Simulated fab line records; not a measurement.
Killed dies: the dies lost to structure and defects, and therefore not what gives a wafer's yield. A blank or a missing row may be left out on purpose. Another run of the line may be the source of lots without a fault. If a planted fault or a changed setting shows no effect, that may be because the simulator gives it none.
fab line records ; flow nand-harc ; part 2 of 2: steps 33 to 45 of 45
record: lots: 5; wafers: 15; last-day: 24
route steps=1159 shown A_ZERO_WELL@406 A_SOURCE_PLATE@413 A_ONON_D1@424 A_CHANNEL_HOLE_D1@450
lots untouched by any fault: they come from a run of this same line in which no faults occurred
start-h: the number of hours between the record's first day and the start of the first shown wafer of the lot ; wait-h: hours elapsed since this lot's preceding step ; " the same as in the row above ; L1.1+2: a row that stands for several wafers ; - no value, or no start was given ; * or withheld: withheld ; < > ~ a bound
route shown NAME@n: NAME is a module with steps in the file, n the number in the route of the first one ; usual: mean and standard deviation over wafers with no fault ; same: alike in all rows ; chamber/n: place in a boat ; sites: each site's reading ; _std_site: standard deviation across them ; _edge_site: inner sites' mean taken away from outer sites' mean ; radius-mm: for every site, how far away it sits from the centre of the wafer ; mask NAME#n: copy n ; behind: the tool/chamber that last shaped the wafer ; hold: the reason the lot was held/the length of the hold in hours/how it ended ; device: transistor that didn't switch, given as n, p or np ; end of line: the tests these same wafers got at the end of their route ; a step without rows: its recipe alone ; killed: count of dies lost to structure and defects at first sort (not the wafer's yield) ; map: dies across one wafer; x = killed, . = not, _ = none there
set.NAME: the run value of the setting; set.NAME@STEP: its run value at that earlier step ; model.NAME: the simulator's own value behind a step, which no gauge read
lots at selected steps of the route; one table per step, one row per wafer
services: the hour from which a tool's chamber was out of use, counted from the record's first day as start-h (under 0 if before that day), plus the number of hours and why
== steps ==
step: NHARC_A_ONON_D1_DEP_25
recipe: target-thk-a: 10000; n2-flow-sccm: 2750; n2o-flow-sccm: 2000; nh3-flow-sccm: 500; sih4-flow-sccm: 210; temp-c: 400
lot.wafer;tool;chamber;start-h;wait-h
L075.1+2+5;pecvd-onon-04;0;163.20;0.1
L087.3+5+6;pecvd-onon-01;0;249.18;0.2
L089.1+3+6;pecvd-onon-04;0;261.81;0.1
L092.2+5+6;pecvd-onon-03;0;278.34;0.1
L096.2+3+5;pecvd-onon-01;0;291.39;0.1
step: NHARC_A_ONON_D1_THK_MEAS_27
recipe: thk-meas-gauge: ellipsometry
usual: thk-nm: 1001/11
lot.wafer;tool;chamber;start-h;wait-h;thk-nm
L075.1;film-metro-01;-;163.71;-;1001
L075.2;film-metro-01;-;163.71;-;1001
L075.5;film-metro-01;-;163.71;-;1000
L087.3;film-metro-02;-;249.57;-;999
L087.5;film-metro-02;-;249.57;-;999
L087.6;film-metro-02;-;249.57;-;999
L089.1;film-metro-01;-;262.34;-;999
L089.3;film-metro-01;-;262.34;-;1002
L089.6;film-metro-01;-;262.34;-;1000
L092.2;film-metro-01;-;278.79;-;992
L092.5;film-metro-01;-;278.79;-;991
L092.6;film-metro-01;-;278.79;-;991
L096.2;film-metro-01;-;291.84;-;987
L096.3;film-metro-01;-;291.84;-;988
L096.5;film-metro-01;-;291.84;-;988
step: NHARC_A_ONON_D1_DEP_28
recipe: target-thk-a: 10000; n2-flow-sccm: 2750; n2o-flow-sccm: 2000; nh3-flow-sccm: 500; sih4-flow-sccm: 210; temp-c: 400
lot.wafer;tool;chamber;start-h;wait-h
L075.1+2+5;pecvd-onon-01;0;163.77;0.1
L087.3+5+6;pecvd-onon-03;0;249.74;0.2
L089.1+3+6;pecvd-onon-01;0;262.40;0.1
L092.2+5+6;pecvd-onon-01;0;278.90;0.1
L096.2+3+5;pecvd-onon-01;0;291.96;0.1
step: NHARC_A_ONON_D1_THK_MEAS_30
recipe: thk-meas-gauge: ellipsometry
usual: thk-nm: 1002/10
lot.wafer;tool;chamber;start-h;wait-h;thk-nm
L075.1;film-metro-02;-;164.28;-;999
L075.2;film-metro-02;-;164.28;-;1001
L075.5;film-metro-02;-;164.28;-;999
L087.3;film-metro-02;-;250.14;-;1002
L087.5;film-metro-02;-;250.14;-;1004
L087.6;film-metro-02;-;250.14;-;1003
L089.1;film-metro-02;-;262.91;-;1000
L089.3;film-metro-02;-;262.91;-;1003
L089.6;film-metro-02;-;262.91;-;1001
L092.2;film-metro-02;-;279.35;-;1002
L092.5;film-metro-02;-;279.35;-;1003
L092.6;film-metro-02;-;279.35;-;1003
L096.2;film-metro-02;-;292.42;-;995
L096.3;film-metro-02;-;292.42;-;995
L096.5;film-metro-02;-;292.42;-;997
step: NHARC_A_ONON_D1_DEP_33
recipe: target-thk-a: 2000; temp-c: 400; pressure-torr: 6.5; rf-w: 900; teos-flow-sccm: 161.4; flow-sccm: 2650; target-thk-nm: 200; gas: O2; material: SiO2
usual: heater-power-w: 553/82; throttle-valve-pct: 15.8/0.45
lot.wafer;tool;chamber;start-h;wait-h;heater-power-w;throttle-valve-pct
L075.2;pecvd-04;2;164.33;0.1;574;16.2
L075.1;pecvd-04;1;164.33;0.1;676;15.9
L075.5;pecvd-04;0;164.33;0.1;727;15.1
L087.3;pecvd-03;2;250.41;0.3;514;15.4
L087.6;pecvd-03;1;250.41;0.3;687;15.8
L087.5;pecvd-03;2;250.41;0.3;517;15.7
L089.1;pecvd-04;2;262.97;0.1;517;16.2
L089.3;pecvd-04;1;262.97;0.1;594;15.1
L089.6;pecvd-04;1;262.97;0.1;607;15.2
L092.2;pecvd-02;0;279.41;0.1;491;16.4
L092.5;pecvd-02;1;279.41;0.1;450;16.1
L092.6;pecvd-02;2;279.41;0.1;637;15.9
L096.2;pecvd-04;0;292.71;0.3;646;15.4
L096.3;pecvd-04;2;292.71;0.3;550;16.2
L096.5;pecvd-04;2;292.71;0.3;554;16.1
step: NHARC_A_ONON_D1_THK_MEAS_34
recipe: thk-meas-gauge: ellipsometry
usual: thk-nm: 200.0/2.7
lot.wafer;tool;chamber;start-h;wait-h;thk-nm
L075.1;film-metro-01;-;164.74;-;198.1
L075.2;film-metro-01;-;164.74;-;197.0
L075.5;film-metro-01;-;164.74;-;204.0
L087.3;film-metro-02;-;250.79;-;203.0
L087.5;film-metro-02;-;250.79;-;202.2
L087.6;film-metro-02;-;250.79;-;204.6
L089.1;film-metro-01;-;263.38;-;196.9
L089.3;film-metro-01;-;263.38;-;193.7
L089.6;film-metro-01;-;263.38;-;200.9
L092.2;film-metro-01;-;279.83;-;198.3
L092.5;film-metro-01;-;279.83;-;197.9
L092.6;film-metro-01;-;279.83;-;198.4
L096.2;film-metro-01;-;293.13;-;199.0
L096.3;film-metro-01;-;293.13;-;197.7
L096.5;film-metro-01;-;293.13;-;204.1
step: NHARC_A_ONON_D1_INSPECT_32
usual: raw-defect-count: 77/27
lot.wafer;tool;chamber;start-h;wait-h;raw-defect-count
L075.1;defect-inspect-01;-;164.81;0.0;67
L075.2;defect-inspect-01;-;164.81;0.0;81
L075.5;defect-inspect-01;-;164.81;0.0;68
L087.3;defect-inspect-02;-;250.89;0.1;84
L087.5;defect-inspect-02;-;250.89;0.1;116
L087.6;defect-inspect-02;-;250.89;0.1;66
L089.1;defect-inspect-02;-;263.45;0.0;103
L089.3;defect-inspect-02;-;263.45;0.0;69
L089.6;defect-inspect-02;-;263.45;0.0;97
L092.2;defect-inspect-02;-;279.90;0.0;34
L092.5;defect-inspect-02;-;279.90;0.0;29
L092.6;defect-inspect-02;-;279.90;0.0;35
L096.2;defect-inspect-02;-;293.19;0.0;70
L096.3;defect-inspect-02;-;293.19;0.0;90
L096.5;defect-inspect-02;-;293.19;0.0;107
step: NHARC_A_CHANNEL_HOLE_D1_DEP_00
recipe: target-thk-a: 31000; temp-c: 400; material: aC
usual: throttle-valve-pct: 34.999/0.0094
lot.wafer;tool;chamber;start-h;wait-h;throttle-valve-pct
L075.1;acl-dep-02;0;166.75;1.9;35.001
L075.2;acl-dep-02;0;166.75;1.9;34.993
L075.5;acl-dep-02;0;166.75;1.9;35.005
L087.3;acl-dep-02;0;252.49;1.6;35.004
L087.5;acl-dep-02;0;252.49;1.6;34.998
L087.6;acl-dep-02;0;252.49;1.6;34.999
L089.1;acl-dep-02;0;263.52;0.1;34.999
L089.3;acl-dep-02;0;263.52;0.1;34.982
L089.6;acl-dep-02;0;263.52;0.1;35.006
L092.2;acl-dep-01;0;280.28;0.4;35.004
L092.5;acl-dep-01;0;280.28;0.4;34.999
L092.6;acl-dep-01;0;280.28;0.4;35.011
L096.2;acl-dep-02;0;297.59;4.4;34.982
L096.3;acl-dep-02;0;297.59;4.4;35.005
L096.5;acl-dep-02;0;297.59;4.4;34.994
step: NHARC_A_CHANNEL_HOLE_D1_DEP_01
recipe: target-thk-a: 1400; target-thk-nm: 140; temp-c: 400; pressure-torr: 3.5; flow-sccm: 200; rf-w: 350; material: SiON
usual: heater-power-w: 725/92
lot.wafer;tool;chamber;start-h;wait-h;heater-power-w
L075.2;pecvd-04;0;168.68;1.3;925
L075.1;pecvd-04;1;168.68;1.3;794
L075.5;pecvd-04;0;168.68;1.3;932
L087.3;pecvd-04;1;253.90;1.1;773
L087.5;pecvd-04;0;253.90;1.1;861
L087.6;pecvd-04;1;253.90;1.1;774
L089.1;pecvd-02;0;265.49;1.6;589
L089.3;pecvd-02;1;265.49;1.6;656
L089.6;pecvd-02;1;265.49;1.6;666
L092.2;pecvd-02;2;282.10;1.5;841
L092.5;pecvd-02;2;282.10;1.5;827
L092.6;pecvd-02;0;282.10;1.5;568
L096.2;pecvd-02;2;299.20;1.3;836
L096.3;pecvd-02;0;299.20;1.3;722
L096.5;pecvd-02;0;299.20;1.3;576
step: NHARC_A_CHANNEL_HOLE_D1_DEHYDRATE_02
recipe: temp-c: 150; time-s: 120
same: time-s: 120
lot.wafer;tool;chamber;start-h;wait-h
L075.1+2+5;litho-track-04;0;168.96;0.2
L087.3+5+6;litho-track-01;0;254.13;0.2
L089.1+3+6;litho-track-04;0;265.72;0.2
L092.2+5+6;litho-track-06;0;282.37;0.2
L096.2+3+5;litho-track-06;0;299.48;0.2
step: NHARC_A_CHANNEL_HOLE_D1_HMDS_03
recipe: time-s: 30
same: time-s: 30
lot.wafer;tool;chamber;start-h;wait-h
L075.1+2+5;litho-track-04;0;-;-
L087.3+5+6;litho-track-01;0;-;-
L089.1+3+6;litho-track-04;0;-;-
L092.2+5+6;litho-track-06;0;-;-
L096.2+3+5;litho-track-06;0;-;-
step: NHARC_A_CHANNEL_HOLE_D1_COAT_36
recipe: temp-c: 260; time-s: 75
same: time-s: 75
lot.wafer;tool;chamber;start-h;wait-h
L075.1+2+5;litho-track-04;0;-;-
L087.3+5+6;litho-track-01;0;-;-
L089.1+3+6;litho-track-04;0;-;-
L092.2+5+6;litho-track-06;0;-;-
L096.2+3+5;litho-track-06;0;-;-
step: NHARC_A_CHANNEL_HOLE_D1_COAT_37
recipe: temp-c: 225; time-s: 65
same: time-s: 65
lot.wafer;tool;chamber;start-h;wait-h
L075.1+2+5;litho-track-04;0;-;-
L087.3+5+6;litho-track-01;0;-;-
L089.1+3+6;litho-track-04;0;-;-
L092.2+5+6;litho-track-06;0;-;-
L096.2+3+5;litho-track-06;0;-;-
== services ==
tool;chamber;start-h;hours;kind
wet-bench-09;-;112.83;8.0;pm
pvd-sputter-01;-;114.08;3.8;repair
furnace-07;-;116.80;2.6;repair
litho-track-06;-;117.00;7.0;pm
wet-bench-09;-;126.43;1.0;repair
litho-track-04;-;141.00;7.0;pm
wet-bench-03;-;146.40;8.0;pm
pecvd-02;-;153.00;13.0;pm
pecvd-onon-03;-;153.00;13.0;pm
pvd-sputter-01;-;158.02;10.0;pm
wet-bench-04;-;163.20;8.0;pm
furnace-04;-;163.90;12.6;repair
acl-dep-02;-;170.55;13.0;pm
pecvd-onon-03;-;180.71;3.5;repair
pecvd-04;-;195.00;13.0;pm
pecvd-onon-01;-;195.31;13.0;pm
pecvd-02;-;210.38;1.4;repair
wet-bench-01;-;213.61;8.0;pm
pecvd-onon-04;-;237.00;13.0;pm
wet-bench-04;-;242.77;0.5;repair
pecvd-04;2;250.01;4.5;repair
litho-track-01;-;268.00;7.0;pm
wet-bench-09;-;288.83;8.0;pm
litho-track-06;-;292.00;7.0;pm
